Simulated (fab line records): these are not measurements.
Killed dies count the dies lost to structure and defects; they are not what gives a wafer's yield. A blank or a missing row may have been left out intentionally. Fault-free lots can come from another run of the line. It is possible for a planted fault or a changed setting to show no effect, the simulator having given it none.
Problem report in the 8D (eight disciplines) form, filled by code    flow nand_harc    the parts of the form that need people (team, actions taken, sign-off) are left out

== 1. WHAT IS WRONG ==
NHARC_END_SORT_01, killed_dies: mean 165 over 1 wafer from 1 lot; wafers with no fault: 58, standard deviation 21. Relative to the usual mean, that is a shift of +5.1 standard deviations.
Earliest sighting: wafer L403.1 on prober-01 at day 32 07:25. The record holds 3 wafers of 1 lot with a number at this step. The rule behind "out" and "out of limits": a value lying over 4 standard deviations away from the usual mean. The other wafers with a number count as sound.

== 2. WHAT IT IS; WHAT IT IS NOT ==
question                     is                            is not
which readings at this step  killed_dies, killed_at_array  killed_at_periphery, killed_open, killed_short
which lots                   L403                          -
which wafers of those lots   L403.1                        L403.3, L403.6
read on which gauges         prober-01                     -
when                         from day 32 07:25             up to then (0 sound wafers); but 2 sound wafers of L403 came after

== 3. SUSPECTS, AND WHAT RULES EACH OUT ==
Counting: if a tool at a process step up to the reading ran every lot that is out, it stays a suspect. Sound lots after the first of them don't rule it out here, since some wafers of a struck lot are sound.
- the gauge at NHARC_END_SORT_01: kept. All the wafers that are out were read on prober-01, and no step on other tools shows them out.
- pecvd-03 at NHARC_A_STAIRCASE_DEP_325 (deposits SiO2, target thk 7200 nm): kept. It ran the lot that is out, L403 (day 26 08:57).
- plasma_asher-01 at NHARC_THIN_TSV_STRIP_62 (strips in N2/H2, time 20 s): kept. It ran the lot that is out, L403 (day 31 19:02).
- pvd_sputter-02 at NHARC_THIN_TSV_PRE_CLEAN_50 (time 30 s): kept. It ran the lot that is out, L403 (day 32 07:25). NHARC_THIN_TSV_PRE_CLEAN_50: start missing for some lots; hours and lot order therefore follow NHARC_END_SORT_01.
- pvd_sputter-02 at NHARC_THIN_TSV_PVD_51 (deposits Cu, target thk 100 nm): kept. It ran the lot that is out, L403 (day 32 07:25). NHARC_THIN_TSV_PVD_51: start missing for some lots; hours and lot order therefore follow NHARC_END_SORT_01.
- pecvd-03, NHARC_A_STAIRCASE_DEP_325: wafers that are out in chamber 0, sound lot-mates in chambers 1, 2.
Left after counting: pecvd-03 at NHARC_A_STAIRCASE_DEP_325, plasma_asher-01 at NHARC_THIN_TSV_STRIP_62, pvd_sputter-02 at NHARC_THIN_TSV_PRE_CLEAN_50, pvd_sputter-02 at NHARC_THIN_TSV_PVD_51, prober-01 at NHARC_END_SORT_01.

== 4. THE CAUSE (what the simulator had put in) ==
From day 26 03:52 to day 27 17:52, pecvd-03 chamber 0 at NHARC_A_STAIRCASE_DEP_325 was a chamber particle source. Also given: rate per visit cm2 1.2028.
5 suspects survive the count, and this tool is in that group.

== 5. THE EFFECT CHAIN, in route order ==
Rows list readings where the struck wafers' mean (over those with a number) sits beyond 3 standard deviations from the usual. Only readings whose record carries a usual standard deviation are examined. hours: median over the lots of the time between each lot's start at the first step of this table that gives one and its start at this step. sigmas: the change, counted in usual standard deviations.
hours  step               reading          usual  on struck wafers  change  sigmas
0      NHARC_END_SORT_01  killed_at_array  53     156               +103    +4.9
0      NHARC_END_SORT_01  killed_at_other  1.0    5.0               +4.0    +3.1
0      NHARC_END_SORT_01  killed_dies      58     165               +107    +5.1

== 6. HOW IT WOULD HAVE BEEN CAUGHT EARLIER ==
148 hours passed between the start of the fault at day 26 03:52 and the first reading out of limits at a measuring or inspecting step in this record, taken at day 32 07:25.
No tool reading at NHARC_A_STAIRCASE_DEP_325 that has a usual standard deviation in the record was out on any struck wafer, so an alarm limit of 4 standard deviations on those readings would not have fired.
The start of NHARC_A_STAIRCASE_DEP_325 on pecvd-03 came by day 32 07:25 for every one of the lots that are out (1). Had the tool been put on hold then, not one of them would have been saved.
